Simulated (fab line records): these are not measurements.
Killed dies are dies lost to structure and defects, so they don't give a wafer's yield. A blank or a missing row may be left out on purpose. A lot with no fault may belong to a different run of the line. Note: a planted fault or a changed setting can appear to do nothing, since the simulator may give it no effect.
fab line records	flow n5Finfet
[record] lots = 6	wafers = 18	lastDay = 19
route steps=1938 shown STI_FIN_REVEAL@184 PASSIVATION@1936
lots that met no fault: from a run of the same line without faults
startH: hours from the record's opening day to when the first of the lot's shown wafers began	waitH: hours since the lot's step before	" repeats the value in the row above	L1.1+2: a single row standing in for several wafers	- value missing, or start not given	* or withheld: withheld	< > ~ a bound
route shown NAME@n: a module of which the file shows steps, and the number in the route of the first	usual: average and standard deviation across the fault-free wafers	same: alike in all rows	chamber/n: place in a boat	sites: per-site readings	_std_site: how widely they spread, as a standard deviation	_edge_site: the outer-site mean with the inner-site mean subtracted	radiusMm: for every site, how far away it sits from the centre of the wafer	mask NAME#n: copy n	behind: the last tool/chamber to shape the wafer	hold: why the lot was held/for how many hours/how that ended	device: the transistor (n, p or np) that didn't switch	end of line: at the end of the route, the tests of the same wafers	a step without rows: its recipe alone	killed: dies that structure and defects cost at the first sort, which is not the same as the wafer's yield	map: per-die view of a wafer (x killed, . not killed, _ where there is no die)
set.NAME: the run value of the setting; set.NAME@STEP: its run value at that earlier step	model.NAME: the simulator's own value behind a step, which no gauge read
lots at selected steps of the route; one table per step, one row per wafer
services: a tool's chamber out of use, with start hour (startH, from the record's first day; less than 0 if before it), hours out, and reason
[[steps]]
[step N5_STI_FIN_REVEAL_ALD_14]
[recipe] material = Si3N4	targetThkA = 30	tempC = 400	aldPrecursorFamily = SiH2I2	aldCoReactant = N2/H2-plasma	pressureTorr = 2
[usual] heaterPowerW = 823/56
lot.wafer	tool	chamber	startH	waitH	heaterPowerW
L898.1	aldSin-01	2	46.27	0.0	832
L898.4	"	3	"	"	775
L898.6	"	3	"	"	763
L905.1	aldSin-01	3	89.54	0.0	768
L905.2	"	0	"	"	858
L905.3	"	2	"	"	830
L913.4	aldSin-01	1	136.06	0.0	721
L913.5	"	2	"	"	826
L913.6	"	1	"	"	719
L914.3	aldSin-01	0	142.30	0.0	866
L914.5	"	0	"	"	891
L914.6	"	3	"	"	747
L916.1	aldSin-01	3	154.87	0.0	782
L916.2	"	1	"	"	719
L916.6	"	1	"	"	726
L918.1	aldSin-02	0	166.15	0.0	848
L918.3	"	2	"	"	787
L918.5	"	1	"	"	877
[step N5_STI_FIN_REVEAL_FCVD_FILL_01]
[recipe] material = SiO2_flowable	targetThkA = 3120	tempC = 100	pressureTorr = 0.8	rfW = 2000	timeS = 512.2
[step N5_STI_FIN_REVEAL_DENSIFY_02]
[recipe] tempC = 650	ambient = steam	timeS = 1800	idleTempC = 400	densificationPH2oTorr = 640
[step N5_STI_FIN_REVEAL_CMP_04]
[recipe] stopOn = Si3N4	tOverpolishS = 4	downForcePsi = 2	platenRpm = 54.18	postCmpClean = alkalineBrush	padVelocityMS = 1.078	targetThkNm = 131.83
[step N5_STI_FIN_REVEAL_THK_MEAS_05]
[usual] thkNm = 132.2/1.1
lot.wafer	tool	chamber	startH	waitH	thkNm
L898.1	filmMetro-02	-	51.60	-	134.3
L898.4	"	-	"	"	130.1
L898.6	"	-	"	"	132.1
L905.1	filmMetro-02	-	95.14	-	133.3
L905.2	"	-	"	"	131.6
L905.3	"	-	"	"	133.1
L913.4	filmMetro-01	-	141.39	-	133.0
L913.5	"	-	"	"	133.7
L913.6	"	-	"	"	132.7
L914.3	filmMetro-01	-	147.65	-	130.4
L914.5	"	-	"	"	132.0
L914.6	"	-	"	"	133.3
L916.1	filmMetro-01	-	160.22	-	133.5
L916.2	"	-	"	"	132.6
L916.6	"	-	"	"	134.5
L918.1	filmMetro-02	-	171.48	-	132.4
L918.3	"	-	"	"	132.6
L918.5	"	-	"	"	133.2
[step N5_STI_FIN_REVEAL_DENSIFY_30]
[recipe] tempC = *	timeS = *	ambient = N2	idleTempC = 600	rampUpCPerS = 150	rampDownCPerS = 60	coolToC = 600
[usual] lampPowerPct = 11.53/0.051	wafer_temp_C_max = *
lot.wafer	tool	chamber	startH	waitH	lampPowerPct	wafer_temp_C_max
L898.1	rtpAnneal-02	0	51.66	0.1	11.48	*
L898.4	"	0	"	"	11.57	*
L898.6	"	0	"	"	11.51	*
L905.1	rtpAnneal-01	0	95.17	0.0	11.47	*
L905.2	"	0	"	"	11.52	*
L905.3	"	0	"	"	11.55	*
L913.4	rtpAnneal-01	0	141.51	0.1	11.60	*
L913.5	"	0	"	"	11.50	*
L913.6	"	0	"	"	11.55	*
L914.3	rtpAnneal-02	0	147.79	0.1	11.47	*
L914.5	"	0	"	"	11.53	*
L914.6	"	0	"	"	11.48	*
L916.1	rtpAnneal-02	0	160.25	0.0	11.55	*
L916.2	"	0	"	"	11.48	*
L916.6	"	0	"	"	11.47	*
L918.1	rtpAnneal-01	0	171.56	0.1	11.51	*
L918.3	"	0	"	"	11.58	*
L918.5	"	0	"	"	11.58	*
[step N5_STI_FIN_REVEAL_ETCHBACK_08]
[recipe] chemistry = C4F6/O2	target = SiO2	targetDepthA = 305	timeS = 10.167	ionEnergyEv = 250	pressureMtorr = 30	sourceW = 345	biasW = 185	Ar_flow_sccm = 300	C4F6_flow_sccm = 10	O2_flow_sccm = 10
[usual] drypumpMotorCurrentA = 5.54/0.27	oes_o_777_au = 0.76/0.089	oesProductAu = 0.75/0.08	rfVppV = 657/10	showerheadPlenumPTorr = 2.84/0.095	throttleValvePct = 21.12/0.19
lot.wafer	tool	chamber	startH	waitH	drypumpMotorCurrentA	oes_o_777_au	oesProductAu	rfHoursCounterH	rfVppV	showerheadPlenumPTorr	throttleValvePct
L898.1	rieDiel-01	3	51.90	0.2	5.24	0.70	0.69	240	647	2.78	21.15
L898.4	"	0	"	"	5.34	0.73	0.75	-	666	2.95	21.04
L898.6	"	3	"	"	5.26	0.70	0.69	-	646	2.78	21.13
L905.1	rieDiel-03	0	95.38	0.2	5.83	0.68	0.68	244	665	2.92	20.86
L905.2	"	2	"	"	4.95	0.74	0.69	248	640	2.71	21.61
L905.3	"	3	"	"	5.44	0.94	0.90	23	637	2.88	21.00
L913.4	rieDiel-04	0	141.66	0.1	5.55	0.73	0.72	203	649	2.83	21.11
L913.5	"	0	"	"	5.55	0.72	0.72	-	650	2.83	21.10
L913.6	"	3	"	"	5.22	0.76	0.75	-	664	2.83	20.98
L914.3	rieDiel-03	1	148.07	0.2	5.86	0.71	0.68	227	655	2.95	21.52
L914.5	"	1	"	"	5.85	0.70	0.68	-	655	2.95	21.51
L914.6	"	3	"	"	5.45	0.92	0.87	-	636	2.87	21.02
L916.1	rieDiel-04	0	160.51	0.2	5.54	0.72	0.72	209	649	2.83	21.10
L916.2	"	3	"	"	5.23	0.76	0.74	165	664	2.82	21.00
L916.6	"	3	"	"	5.24	0.76	0.74	-	662	2.82	21.00
L918.1	rieDiel-04	0	171.79	0.2	5.54	0.72	0.72	212	651	2.83	21.11
L918.3	"	2	"	"	5.40	0.68	0.68	246	660	2.80	21.00
L918.5	"	2	"	"	5.40	0.69	0.68	-	660	2.80	21.00
[step N5_STI_FIN_REVEAL_STRIP_24]
[recipe] chemistry = N2/H2	timeS = 90	powerW = 100	tempC = 40	pressureMtorr = 100	rfFrequencyHz = 6e+07	biasPowerW = 3	n2FlowSccm = 300	h2FlowSccm = 300
[usual] drypumpMotorCurrentA = 5.54/0.28	oesProductAu = 0.75/0.08	rfVppV = 45.3/0.89	showerheadPlenumPTorr = 3.37/0.11	throttleValvePct = 12.24/0.16
lot.wafer	tool	chamber	startH	waitH	drypumpMotorCurrentA	oesProductAu	rfHoursCounterH	rfVppV	showerheadPlenumPTorr	throttleValvePct
L898.1	rieDiel-01	3	51.93	0.0	5.25	0.69	240	44.3	3.32	12.39
L898.4	"	0	"	"	5.36	0.73	-	43.6	3.51	12.24
L898.6	"	3	"	"	5.26	0.68	-	46.4	3.31	12.38
L905.1	rieDiel-03	0	95.41	0.0	5.83	0.69	244	46.1	3.47	12.20
L905.2	"	2	"	"	4.96	0.68	248	44.1	3.20	12.64
L905.3	"	3	"	"	5.46	0.91	23	44.0	3.44	12.01
L913.4	rieDiel-04	0	141.69	0.0	5.53	0.73	203	45.7	3.36	12.33
L913.5	"	0	"	"	5.53	0.73	-	46.3	3.36	12.32
L913.6	"	3	"	"	5.25	0.75	-	46.8	3.39	12.33
L914.3	rieDiel-03	1	148.10	0.0	5.85	0.66	227	44.6	3.47	12.53
L914.5	"	1	"	"	5.87	0.67	-	45.2	3.47	12.53
L914.6	"	3	"	"	5.45	0.87	-	44.8	3.43	12.05
L916.1	rieDiel-04	0	160.55	0.0	5.54	0.72	209	45.0	3.36	12.33
L916.2	"	3	"	"	5.23	0.74	165	44.5	3.39	12.32
L916.6	"	3	"	"	5.21	0.75	-	44.9	3.39	12.34
L918.1	rieDiel-04	0	171.82	0.0	5.54	0.72	212	45.0	3.35	12.36
L918.3	"	2	"	"	5.41	0.68	246	43.7	3.32	12.19
L918.5	"	2	"	"	5.40	0.69	-	46.6	3.32	12.21
[step N5_STI_FIN_REVEAL_PRECLEAN_25]
[recipe] chemistry = SPM	timeS = 90	tempC = 120	mix = 4:1
[step N5_STI_FIN_REVEAL_PRECLEAN_26]
[recipe] chemistry = SC1	timeS = 45	tempC = 46	mix = 1:2:100
[step N5_STI_FIN_REVEAL_PRECLEAN_29]
[recipe] chemistry = DHF	timeS = 30	tempC = 25	dilution = 300:1
[step N5_STI_FIN_REVEAL_SRD_12]
[recipe] timeS = 30	tempC = 23	rinseLiquid = diw	dry = ipaMarangoni
[step N5_STI_FIN_REVEAL_RECESS_09]
[recipe] chemistry = HF/NH3	target = SiO2	afsCycles = 11	targetDepthA = 425	tempC = 30	sublimationTempC = 180	sublimationTimeS = 60
[usual] drypumpMotorCurrentA = 5.7/0.72
lot.wafer	tool	chamber	startH	waitH	drypumpMotorCurrentA
L898.1	vaporEtch-02	1	52.15	0.0	6.0
L898.4	"	0	"	"	5.1
L898.6	"	1	"	"	6.0
L905.1	vaporEtch-01	1	95.63	0.0	4.9
L905.2	"	0	"	"	6.6
L905.3	"	1	"	"	5.0
L913.4	vaporEtch-02	0	142.44	0.6	5.1
L913.5	"	1	"	"	6.0
L913.6	"	0	"	"	5.1
L914.3	vaporEtch-02	1	148.85	0.6	6.0
L914.5	"	0	"	"	5.1
L914.6	"	1	"	"	6.0
L916.1	vaporEtch-01	1	160.76	0.0	4.9
L916.2	"	0	"	"	6.5
L916.6	"	1	161.82	1.1	4.9
L918.1	vaporEtch-01	0	172.04	0.0	6.5
L918.3	"	0	"	"	6.5
L918.5	"	1	"	"	4.9
[step N5_STI_FIN_REVEAL_STRIP_16]
[recipe] chemistry = H3PO4	material = SiNx	tempC = 165	targetDepthA = 238	overetchFraction = 0.4964	dry = ipaMarangoni
[step N5_STI_FIN_REVEAL_PRECLEAN_17]
[recipe] chemistry = NF3:NH3	afsCycles = 1	tempC = 30	timeS = 20	sublimationTempC = 180	sublimationTimeS = 60	pressureTorr = 3	rfPowerW = 30
[step N5_STI_FIN_REVEAL_ETCH_34]
[recipe] chemistry = H2	mode = isotropic	material = Si	target = Si	targetDepthA = 9.7	tempC = 20	pressureMtorr = 4.5	icpW = 300	biasW = 0	h2FlowSccm = 7.5	heFlowSccm = 142.5
[step N5_STI_FIN_REVEAL_OXIDATION_31]
[recipe] chemistry = O2_PLASMA_REMOTE	tempC = 150	timeS = 20	pressureMtorr = 1000	sourcePowerW = 2000	o2FlowSccm = 3000
[step N5_STI_FIN_REVEAL_PRECLEAN_32]
[recipe] chemistry = NF3:NH3	afsCycles = 1	tempC = 30	timeS = 20	sublimationTempC = 180	sublimationTimeS = 60	pressureTorr = 3	rfPowerW = 30
[step N5_STI_FIN_REVEAL_STRIP_35]
[recipe] chemistry = H3PO4	material = Si3N4	tempC = 165	targetDepthA = 40	timeS = 39
[step N5_STI_FIN_REVEAL_SRD_21]
[recipe] dry = ipaMarangoni	timeS = 30	tempC = 23	rinseLiquid = diw
[step N5_STI_FIN_REVEAL_OXIDATION_33]
[recipe] chemistry = O2_PLASMA_REMOTE	tempC = 150	timeS = 20	pressureMtorr = 1000	sourcePowerW = 2000	o2FlowSccm = 3000
[usual] drypumpMotorCurrentA = 6.1/0.57	heaterPowerW = 149/11
lot.wafer	tool	chamber	startH	waitH	drypumpMotorCurrentA	heaterPowerW	rfHoursCounterH
L898.1	plasmaAsher-02	1	55.18	0.0	6.7	151	88
L898.4	"	1	"	"	6.7	153	-
L898.6	"	1	"	"	6.7	152	-
L905.1	plasmaAsher-02	1	98.13	0.0	6.7	152	97
L905.2	"	0	"	"	5.6	160	97
L905.3	"	0	"	"	5.7	160	-
L913.4	plasmaAsher-02	1	144.43	0.0	6.7	151	-
L913.5	"	0	"	"	5.7	158	-
L913.6	"	1	"	"	6.7	151	-
L914.3	plasmaAsher-02	1	150.90	0.1	6.7	153	-
L914.5	"	1	"	"	6.7	154	-
L914.6	"	0	"	"	5.6	161	-
L916.1	plasmaAsher-01	1	163.29	0.0	6.6	142	48
L916.2	"	0	"	"	5.3	129	48
L916.6	"	1	"	"	6.6	146	-
L918.1	plasmaAsher-02	1	174.55	0.0	6.7	149	114
L918.3	"	1	"	"	6.7	151	-
L918.5	"	1	"	"	6.7	157	-
[step N5_STI_FIN_REVEAL_CLEAN_19]
[recipe] chemistry = O3/DIW	tempC = 25	timeS = 120	o3Ppm = 10
[step N5_STI_FIN_REVEAL_SRD_23]
[recipe] dry = ipaMarangoni	timeS = 30	tempC = 23	rinseLiquid = diw
[step N5_STI_FIN_REVEAL_CD_MEAS_22]
[recipe] targetCdNm = 6.238	pitchNm = 28	polarity = line
[usual] cdNm = 6.36/0.28
lot.wafer	tool	chamber	startH	waitH	cdNm
L898.1	cdSem-02	-	55.35	0.0	6.48
L898.4	"	-	"	"	6.29
L898.6	"	-	"	"	6.71
L905.1	cdSem-01	-	98.29	0.0	6.27
L905.2	"	-	"	"	6.18
L905.3	"	-	"	"	6.52
L913.4	cdSem-03	-	144.58	0.0	6.68
L913.5	"	-	"	"	6.82
L913.6	"	-	"	"	6.35
L914.3	cdSem-01	-	151.05	0.0	6.21
L914.5	"	-	"	"	7.06
L914.6	"	-	"	"	6.77
L916.1	cdSem-02	-	163.45	0.0	6.43
L916.2	"	-	"	"	7.04
L916.6	"	-	"	"	6.64
L918.1	cdSem-01	-	174.72	0.0	6.28
L918.3	"	-	"	"	6.10
L918.5	"	-	"	"	6.44
[step N5_STI_FIN_REVEAL_FIN_H_MEAS_10]
[usual] trenchDepthNm = 51.7/0.9
lot.wafer	tool	chamber	startH	waitH	trenchDepthNm
L898.1	ocd-02	-	55.38	0.0	51.2
L898.4	"	-	"	"	50.4
L898.6	"	-	"	"	52.1
L905.1	ocd-02	-	98.32	0.0	50.6
L905.2	"	-	"	"	52.0
L905.3	"	-	"	"	53.1
L913.4	ocd-02	-	144.61	0.0	48.4
L913.5	"	-	"	"	50.7
L913.6	"	-	"	"	48.5
L914.3	ocd-01	-	151.08	0.0	51.8
L914.5	"	-	"	"	48.6
L914.6	"	-	"	"	52.8
L916.1	ocd-01	-	163.48	0.0	50.8
L916.2	"	-	"	"	51.2
L916.6	"	-	"	"	51.6
L918.1	ocd-02	-	174.75	0.0	51.9
L918.3	"	-	"	"	51.9
L918.5	"	-	"	"	52.5
[step N5_STI_FIN_REVEAL_PRECLEAN_18]
[recipe] chemistry = SC2	timeS = 45	tempC = 35	mix = 1:1:50
[step N5_PASSIVATION_PROBE_49]
[usual] killed_at_M0_to_M3 = 33/11	killed_at_M4_up = 15/6.2	killedAtContacts = 13/6.5	killedAtFrontEnd = 38/11	killedAtOther = 3.4/2.6	killedDies = 102/17	killedOnRim = 13/4.1	killedOpen = 67/12	killedShort = 34/7.9
[same] grossDies = 1180	killedAtBackSide = 0
lot.wafer	tool	chamber	startH	waitH	killed_at_M0_to_M3	killed_at_M4_up	killedAtContacts	killedAtFrontEnd	killedAtOther	killedDies	killedOnRim	killedOpen	killedShort
L905.1	prober-02	-	351.36	0.0	45	20	16	34	1	116	12	79	37
L905.2	prober-02	-	351.41	0.1	31	17	5	37	1	91	13	56	34
L905.3	prober-02	-	351.46	0.1	27	13	10	34	0	84	11	55	29
L913.4	prober-02	-	420.28	0.2	32	15	17	35	4	103	11	59	42
L913.5	prober-02	-	420.33	0.2	21	15	13	28	3	80	17	54	26
L913.6	prober-02	-	420.38	0.3	28	18	21	40	2	109	17	67	38
L918.1	prober-01	-	449.93	0.0	33	12	14	43	7	109	17	65	43
L918.3	prober-01	-	450.03	0.1	57	14	3	38	5	117	22	70	47
L918.5	prober-01	-	450.13	0.2	28	17	8	42	8	103	12	65	38
L916.1	prober-02	-	455.74	0.0	33	26	13	28	3	103	12	75	25
L916.2	prober-02	-	455.79	0.1	37	23	5	37	3	105	13	71	32
L916.6	prober-02	-	455.99	0.3	22	17	6	23	0	68	7	46	19
// killed by level:class
L905.1 MOL_CONTACT_COAG:geometricParticle:open=16 BEOL_M0_SAQP:geometricParticle:short=14 BEOL_M4:geometricParticle:open=12 BEOL_M0_SAQP:geometricParticle:open=11 BEOL_M3:geometricParticle:open=8 FIN_SAQP:geometricParticle:open=6 STI_FIN_REVEAL:geometricParticle:open=6 ILD0:geometricParticle:short=6
L905.2 FIN_SAQP:geometricParticle:open=12 BEOL_M0_SAQP:geometricParticle:short=10 FIN_SAQP:geometricParticle:short=8 BEOL_M0_SAQP:geometricParticle:open=8 BEOL_M4:geometricParticle:open=7 BEOL_M3:geometricParticle:open=6 ILD0:geometricParticle:open=4 MOL_CONTACT_COAG:geometricParticle:open=4
L905.3 BEOL_M0_SAQP:geometricParticle:short=10 BEOL_M4:geometricParticle:open=9 MOL_CONTACT_COAG:geometricParticle:open=8 STI_FIN_REVEAL:geometricParticle:open=7 BEOL_M3:geometricParticle:open=6 FIN_SAQP:geometricParticle:open=5 ILD0:geometricParticle:open=5 FIN_SAQP:geometricParticle:short=4
L913.4 MOL_CONTACT_COAG:geometricParticle:open=16 FIN_SAQP:geometricParticle:short=13 FIN_SAQP:geometricParticle:open=10 BEOL_M3:geometricParticle:short=8 BEOL_M0_SAQP:geometricParticle:open=4 BEOL_M0_SAQP:geometricParticle:short=4 BEOL_M2:geometricParticle:open=4 BEOL_M4:geometricParticle:open=4
L913.5 MOL_CONTACT_COAG:geometricParticle:open=13 BEOL_M4:geometricParticle:open=8 FIN_SAQP:geometricParticle:short=6 STI_FIN_REVEAL:geometricParticle:open=6 BEOL_M0_SAQP:geometricParticle:short=4 STARTING-WAFER:geometricParticle:short=4 FIN_SAQP:geometricParticle:open=3 STI_FIN_REVEAL:geometricParticle:short=3
L913.6 MOL_CONTACT_COAG:geometricParticle:open=18 FIN_SAQP:geometricParticle:short=13 BEOL_M0_SAQP:geometricParticle:short=8 FIN_SAQP:geometricParticle:open=7 BEOL_M4:geometricParticle:open=7 BEOL_M5:geometricParticle:open=6 BEOL_M0_SAQP:geometricParticle:open=5 STI_FIN_REVEAL:geometricParticle:open=4
L918.1 FIN_SAQP:geometricParticle:short=15 MOL_CONTACT_COAG:geometricParticle:open=12 BEOL_M2:geometricParticle:open=8 GATE_CUT:geometricParticle:short=6 BEOL_M0_SAQP:geometricParticle:open=6 BEOL_M1:geometricParticle:open=6 FIN_SAQP:geometricParticle:open=5 BEOL_M3:geometricParticle:open=4
L918.3 BEOL_M0_SAQP:geometricParticle:open=13 FIN_SAQP:geometricParticle:short=12 BEOL_M0_SAQP:geometricParticle:short=10 BEOL_M2:geometricParticle:open=8 BEOL_M4:geometricParticle:open=6 DUMMY_GATE:geometricParticle:open=6 BEOL_M1:geometricParticle:open=6 BEOL_M3:geometricParticle:open=6
L918.5 FIN_SAQP:geometricParticle:short=12 BEOL_M4:geometricParticle:open=8 MOL_CONTACT_COAG:geometricParticle:open=7 STI_FIN_REVEAL:geometricParticle:open=6 GATE_CUT:geometricParticle:short=5 BEOL_M2:geometricParticle:open=5 FIN_SAQP:geometricParticle:open=4 GATE_CUT:geometricParticle:open=4
L916.1 BEOL_M4:geometricParticle:open=16 MOL_CONTACT_COAG:geometricParticle:open=12 FIN_SAQP:geometricParticle:open=8 BEOL_M0_SAQP:geometricParticle:open=8 BEOL_M0_SAQP:geometricParticle:short=6 STARTING-WAFER:geometricParticle:open=6 DUMMY_GATE:geometricParticle:open=5 BEOL_M3:geometricParticle:open=4
L916.2 FIN_SAQP:geometricParticle:open=15 BEOL_M4:geometricParticle:open=12 BEOL_M3:geometricParticle:open=7 BEOL_M0_SAQP:geometricParticle:open=6 BEOL_M2:geometricParticle:open=5 MOL_CONTACT_COAG:geometricParticle:open=5 BEOL_M0:geometricParticle:open=5 FIN_SAQP:geometricParticle:short=4
L916.6 FIN_SAQP:geometricParticle:open=6 BEOL_M0_SAQP:geometricParticle:short=6 BEOL_M4:geometricParticle:open=6 MOL_CONTACT_COAG:geometricParticle:open=5 BEOL_M1:geometricParticle:open=5 BEOL_M5:geometricParticle:open=5 DUMMY_GATE:geometricParticle:open=4 BEOL_M2:geometricParticle:open=4
[[services]]
tool	chamber	startH	hours	kind
rieDiel-04	3	31.04	2.3	repair
aldSin-02	2	36.10	6.5	repair
rieDiel-01	-	37.50	1.2	repair
vaporEtch-02	0	39.04	7.7	repair
rieDiel-04	-	48.86	2.8	pm
rieDiel-04	0	55.90	3.5	repair
rieDiel-01	-	59.04	2.4	repair
rieDiel-01	3	71.90	8.0	repair
vaporEtch-02	-	74.34	0.4	repair
aldSin-02	-	85.25	14.0	pm
rieDiel-01	1	97.91	3.7	repair
vaporEtch-02	-	98.77	2.3	repair
rieDiel-03	2	100.81	-	clean
rieDiel-03	2	100.81	-	consumableReplace:focusRing
rieDiel-03	2	100.81	-	consumableReplace:showerhead
rieDiel-03	2	100.81	25.0	scheduledDown
aldSin-01	-	121.04	14.6	pm
plasmaAsher-02	-	129.60	2.3	repair
rieDiel-01	0	130.07	9.3	repair
rieDiel-01	-	130.59	0.9	repair
rieDiel-03	-	149.57	2.8	pm
aldSin-02	3	159.26	1.7	repair
rieDiel-04	0	165.31	3.0	repair
plasmaAsher-01	-	166.52	6.3	repair
[[key]]
[firstSign] step = N5_STI_FIN_REVEAL_FIN_H_MEAS_10	reading = trenchDepthNm	direction = down	sigmas = 3.5	usual = 51.7	struck = 48.5
effect none on later readings
metAt N5_STI_FIN_REVEAL_RECESS_09
struckWafers L913.4,L913.6,L914.5
testerLeftOut L913,L914
onsetBetween 52.15 142.44
[fault] kind = processParameterDrift	tool = vaporEtch-02	chamber = 0	onsetH = 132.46	steps = N5_STI_FIN_REVEAL_RECESS_09	channel = targetDepthA	offset = -29.658	shape = step	endH = 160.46	actsIn = theseRecipesOnly	stated = 425
// testerLeftOut: of these lots the tester's yield and bins aren't shown, on N5 and GAA mostly nor the transistor test; their killed dies are dies lost to structure and defects alone, not to doping, threshold or leakage, so they don't give the yield
